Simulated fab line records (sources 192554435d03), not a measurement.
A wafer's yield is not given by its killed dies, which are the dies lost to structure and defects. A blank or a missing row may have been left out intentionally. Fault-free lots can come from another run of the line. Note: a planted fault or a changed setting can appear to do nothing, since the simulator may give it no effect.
Struck lot and sound lot, side by side	flow n5_finfet	14 out of 1938 route steps
Sound: the wafers L953.1, L953.3, L953.4. Struck: wafer L959.4; the same lot's L959.3 was not struck, so it is left out; see the end for the cause.
Order at every step that has rows: each side's tool, ch and its chambers, its first start. Under that, the readings that differ: sound wafers	struck wafers	difference of the means	sigmas: that difference in standard deviations of wafers without a fault.
alike: words and numbers the same on both sides, and readings whose means are apart by under 2 such deviations; not compared: readings that were withheld, readings missing a value for some wafer, numbers with overlapping values and no deviation given by the record, and bounds like >300 which may hide the same value.
Wherever a step has rows on one side only, a row that says differs or no value, or a row with sigmas, the two part there. Non-overlapping numbers with no deviation appear without sigmas and do not part them. A reading missing from all wafers of one side parts the sides only when that side holds two or more wafers.

first, 7 steps without rows for these wafers: N5_BEOL_M12_COAT_22 (resist thk 300 nm); N5_BEOL_M12_EBR_24; N5_BEOL_M12_SOFTBAKE_23 (time 60 s); N5_BEOL_M12_EXPOSE_25 (exposes mask M12); N5_BEOL_M12_PEB_26 (peb time 90 s); N5_BEOL_M12_DEVELOP_27 (develop time 45 s); N5_BEOL_M12_HARDBAKE_32 (time 120 s).
N5_BEOL_M12_CD_MEAS_28 targets a cd of 160.2 nm.
  sound on cd_sem-03 ch 0, day 12 20:08; struck on cd_sem-02 ch 0, day 15 02:58
  alike: cd_nm
N5_BEOL_M12_OVL_MEAS_29:
  sound on overlay-02 ch 0, day 12 20:10; struck on overlay-01 ch 0, day 15 02:59
  alike: M12_OVL
N5_BEOL_M12_INSPECT_30: inspects for defects (macro).
  struck on defect_inspect-02, day 15 03:01; sound on defect_inspect-01, day 12 20:11
  alike: raw_defect_count
N5_BEOL_M12_DESCUM_33: chemistry O2, time 7.9 s.
  sound on rie_diel-03 ch 1,2,3, day 12 20:20; struck on rie_diel-01 ch 2, day 15 03:03
  alike: drypump_motor_current_A, oes_product_au, rf_vpp_V, showerhead_plenum_p_Torr, throttle_valve_pct
  not compared: rf_hours_counter_h
N5_BEOL_M12_ETCH_67: etches SiARC in CF4, target depth 143 nm, time 238.3 s.
  sound on rie_diel-03 ch 1,2,3, day 12 20:23; struck on rie_diel-01 ch 2, day 15 03:05
reading	sound	struck	difference	sigmas
rf_vpp_V (V)	185.2 185.2 185.4	182.8	-2.5	-2
  alike: drypump_motor_current_A, etch_rf_on_time_s, oes_product_au, showerhead_plenum_p_Torr, throttle_valve_pct
  not compared: rf_hours_counter_h
N5_BEOL_M12_ETCH_68: etches SOC in N2/H2, time 285 s.
  sound on rie_diel-03 ch 1,2,3, day 12 20:31; struck on rie_diel-01 ch 2, day 15 03:14
reading	sound	struck	difference	sigmas
run_length_s (s)	308.6 308.4 308.6	245.8	-62.7	-99 or more
model.SiARC_of_BEOL_M12_COAT_66.thk_nm (nm)	86 86.8 85.8	91.2	+5.0	
  alike: drypump_motor_current_A, oes_product_au, rf_vpp_V, showerhead_plenum_p_Torr, throttle_valve_pct
  not compared: rf_hours_counter_h
then, 1 step without rows for these wafers: N5_BEOL_M12_STRIP_69 (strips in N2/H2).

== WHERE THEY PART ==
First at N5_BEOL_M12_ETCH_67; last, within this record, at N5_BEOL_M12_ETCH_68.

WHY: what had been put in by the simulator
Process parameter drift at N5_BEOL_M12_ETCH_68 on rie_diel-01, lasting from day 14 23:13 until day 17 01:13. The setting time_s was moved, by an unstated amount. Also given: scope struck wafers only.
